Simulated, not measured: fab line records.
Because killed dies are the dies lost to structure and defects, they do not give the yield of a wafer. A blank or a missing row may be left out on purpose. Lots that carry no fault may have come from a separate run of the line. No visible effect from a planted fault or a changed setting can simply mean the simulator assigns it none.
Which of the tools did it?    flow nand-harc    Sampling: 13 lots, 39 wafers, 5 of 1159 route steps

== WHAT THE GAUGES READ, wafer by wafer ==
NHARC_A_M0_OVL_MEAS_10: pitch 160 nm. Usual: overlay-x-nm 0.0 nm, standard deviation 0.9; overlay-y-nm 0.2 nm, standard deviation 1.
lot   measured      on          overlay-x-nm (nm)  overlay-y-nm (nm)  flag
L184  day 17 16:50  overlay-01  -0.4 0.0 0.2       1.1 0.5 1.3        
L185  day 17 21:59  overlay-01  -0.4 0.0 -0.1      0.6 0.2 -0.1       
L187  day 17 22:34  overlay-01  -0.5 -0.4 -0.6     1.0 1.9 1.4        
L186  day 18 01:56  overlay-01  -1.6 -1.7 -1.4     0.6 0.8 0.8        
L189  day 18 03:42  overlay-02  -0.6 -1.6 -1.1     1.5 1.4 1.4        
L188  day 18 10:02  overlay-01  0.6 1.0 1.0        -0.4 -0.5 -0.3     
L190  day 18 21:15  overlay-02  0.0 0.0 -0.2       0.9 0.3 0.1        
L192  day 19 16:29  overlay-02  0.4 0.4 0.1        1.6 1.5 1.4        
L191  day 19 16:54  overlay-01  0.9 0.5 1.2        -2.4 -2.1 -2.3     
L193  day 20 02:35  overlay-01  -0.3 0.1 0.1       1.1 1.6 1.5        
L195  day 20 09:32  overlay-02  0.3 0.7 0.2        0.4 0.6 0.2        
L197  day 20 21:59  overlay-01  1.1 1.1 1.4        -0.3 -0.2 -0.2     
L203  day 23 11:01  overlay-02  -0.9 -1.6 -0.8     -0.5 -0.7 -0.8     

NHARC_END_SORT_01. Usual: defect-limited-yield 95.4 %, standard deviation 1.8; killed-at-array 28, standard deviation 11; killed-at-other 0.7, standard deviation 0.88; killed-at-periphery 3.1, standard deviation 2.2; killed-dies 31, standard deviation 12; killed-open 3.3, standard deviation 2; killed-short 2.0, standard deviation 1.6; sort_bin_2_pct 1.5 %, standard deviation 0.73; sort_bin_3_pct 0.27 %, standard deviation 0.22; sort_bin_4_pct 2.9 %, standard deviation 1.1; sort-n-pass 646, standard deviation 12; sort-rim-yield-pct 93 %, standard deviation 3.9; sort-yield-pct 95.4 %, standard deviation 1.8.
lot   measured      on         defect-limited-yield (%)  killed-at-array  killed-at-other  killed-at-periphery  killed-dies  killed-open  killed-short  sort_bin_2_pct (%)  sort_bin_3_pct (%)  sort_bin_4_pct (%)  sort-n-pass  sort-rim-yield-pct (%)  sort-yield-pct (%)  flag
L184  day 19 12:16  prober-02  94.2 96.0 96.8            33 23 16         3 2 2            3 2 4                39 27 22     3 4 1        3 1 0         0.7 0.9 1.0         0.44 0.44 0.44      4.6 2.7 1.8         638 650 655  90 92 94                94.2 96.0 96.8      
L186  day 20 03:12  prober-01  95.9 96.8 96.6            22 19 21         0 0 1            6 3 1                28 22 23     3 0 1        3 1 1         1.8 1.3 1.6         0.15 0.15 0.30      2.2 1.8 1.5         649 655 654  93 94 93                95.9 96.8 96.6      
L203  day 25 10:31  prober-01  96.2 95.4 94.7            24 30 30         0 0 0            2 1 6                26 31 36     1 5 9        4 1 0         2.2 1.3 1.8         0.30 0.59 0.44      1.3 2.7 3.1         651 646 641  93 91 90                96.2 95.4 94.7      

== EACH LOT AND THE TOOL THAT RAN IT (in order: tool; ch and the chambers of the sampled wafers; start) ==
lot   NHARC_A_BLC_DEGAS_30          NHARC_A_BLC_ALD_23                   NHARC_A_M0_SOFTBAKE_04
L184  pvd-sputter-03, day 17 10:09  ald-metal-02 ch 0,1,2, day 17 10:23  litho-track-04 ch 0, day 17 16:00
L185  pvd-sputter-01, day 17 19:32  ald-metal-04 ch 1,2,3, day 17 19:48  litho-track-04 ch 0, day 17 21:00
L187  pvd-sputter-01, day 17 20:19  ald-metal-03 ch 1,3, day 17 20:34    litho-track-04 ch 0, day 17 22:00
L186  pvd-sputter-02, day 17 23:40  ald-metal-02 ch 0,2, day 17 23:55    litho-track-06 ch 0, day 18 01:00
L189  pvd-sputter-01, day 18 01:16  ald-metal-03 ch 0,2,3, day 18 01:31  litho-track-01 ch 0, day 18 03:00
L188  pvd-sputter-01, day 18 05:47  ald-metal-03 ch 0,1, day 18 06:01    litho-track-06 ch 0, day 18 09:00
L190  pvd-sputter-01, day 18 11:11  ald-metal-02 ch 2,3, day 18 11:25    litho-track-01 ch 0, day 18 20:00
L192  pvd-sputter-02, day 19 10:32  ald-metal-02 ch 0,1,3, day 19 10:48  litho-track-06 ch 0, day 19 15:00
L191  pvd-sputter-01, day 19 10:47  ald-metal-03 ch 0,1,2, day 19 11:03  litho-track-04 ch 0, day 19 16:00
L193  pvd-sputter-02, day 19 22:17  ald-metal-03 ch 0,1, day 19 22:31    litho-track-04 ch 0, day 20 02:00
L195  pvd-sputter-01, day 20 03:29  ald-metal-02 ch 0,1,2, day 20 03:44  litho-track-01 ch 0, day 20 09:00
L197  pvd-sputter-03, day 20 17:25  ald-metal-02 ch 0,2,3, day 20 17:40  litho-track-04 ch 0, day 20 21:00
L203  pvd-sputter-02, day 23 05:47  ald-metal-02 ch 1,2,3, day 23 06:05  litho-track-04 ch 0, day 23 10:00
- NHARC_A_BLC_DEGAS_30: time 60 s.
- NHARC_A_BLC_ALD_23: deposits TiN, target thk 3 nm, pulse time 1 s, ald cycles 150.
- NHARC_A_M0_SOFTBAKE_04: time 55 s.

== AS READ BY THE TOOLS THEMSELVES (means over the sampled wafers that have a number; for cases with no such wafer, the mark the record gives instead) ==
NHARC_A_BLC_DEGAS_30. Usual: 467 W for heater-power-w, sd 50.
lot   tool            heater-power-w (W)  flag
L184  pvd-sputter-03  455                 
L185  pvd-sputter-01  458                 
L187  pvd-sputter-01  401                 
L186  pvd-sputter-02  469                 
L189  pvd-sputter-01  512                 
L188  pvd-sputter-01  462                 
L190  pvd-sputter-01  507                 
L192  pvd-sputter-02  509                 
L191  pvd-sputter-01  461                 
L193  pvd-sputter-02  499                 
L195  pvd-sputter-01  446                 
L197  pvd-sputter-03  470                 
L203  pvd-sputter-02  470                 

NHARC_A_BLC_ALD_23. Usual: heater-power-w 1078 W, standard deviation 120; precursor-pulse-height-rel 1.000, standard deviation 0.021.
lot   tool          heater-power-w (W)  precursor-pulse-height-rel  flag
L184  ald-metal-02  1060                0.996                       
L185  ald-metal-04  1229                1.017                       
L187  ald-metal-03  1087                0.987                       
L186  ald-metal-02  1029                0.996                       
L189  ald-metal-03  1135                1.016                       
L188  ald-metal-03  1021                1.007                       
L190  ald-metal-02  921                 1.019                       
L192  ald-metal-02  1046                0.997                       
L191  ald-metal-03  1063                1.020                       
L193  ald-metal-03  1041                1.006                       
L195  ald-metal-02  1065                1.009                       
L197  ald-metal-02  974                 1.012                       
L203  ald-metal-02  1016                1.007                       

NHARC_A_M0_SOFTBAKE_04. Usual: 188.45 W for heater-power-total-W, sd 0.14.
lot   tool            heater-power-total-W (W)  flag
L184  litho-track-04  188.53                    
L185  litho-track-04  188.33                    
L187  litho-track-04  188.56                    
L186  litho-track-06  188.48                    
L189  litho-track-01  188.36                    
L188  litho-track-06  188.47                    
L190  litho-track-01  188.37                    
L192  litho-track-06  188.35                    
L191  litho-track-04  188.42                    
L193  litho-track-04  188.41                    
L195  litho-track-01  188.49                    
L197  litho-track-04  188.29                    
L203  litho-track-04  233.44                    OFF

== THE ANSWER, worked out from the rows above alone ==
Rule: lot off if the mean of its wafers having a number is beyond 3 standard deviations from the usual mean. Also off: a lot with no number at a reading for which 4 or more lots have one. All remaining lots with rows at the step are treated as sound. First the gauges in route order, then the tools' own readings, where a lot's mean is used as printed above. At the first step where some lot is off, the reading lying furthest off is the one used; lots without a number count as furthest.
Off at NHARC_A_M0_SOFTBAKE_04 (heater-power-total-W): L203.
A tool fits if, at that step or a process step before it, it ran every lot that is off, and no sound lot after the first of them. Can't be told from this: 3 tools fit, pvd-sputter-02 at NHARC_A_BLC_DEGAS_30, ald-metal-02 at NHARC_A_BLC_ALD_23, litho-track-04 at NHARC_A_M0_SOFTBAKE_04.

== WHAT THE SIMULATOR HAD PUT IN ==
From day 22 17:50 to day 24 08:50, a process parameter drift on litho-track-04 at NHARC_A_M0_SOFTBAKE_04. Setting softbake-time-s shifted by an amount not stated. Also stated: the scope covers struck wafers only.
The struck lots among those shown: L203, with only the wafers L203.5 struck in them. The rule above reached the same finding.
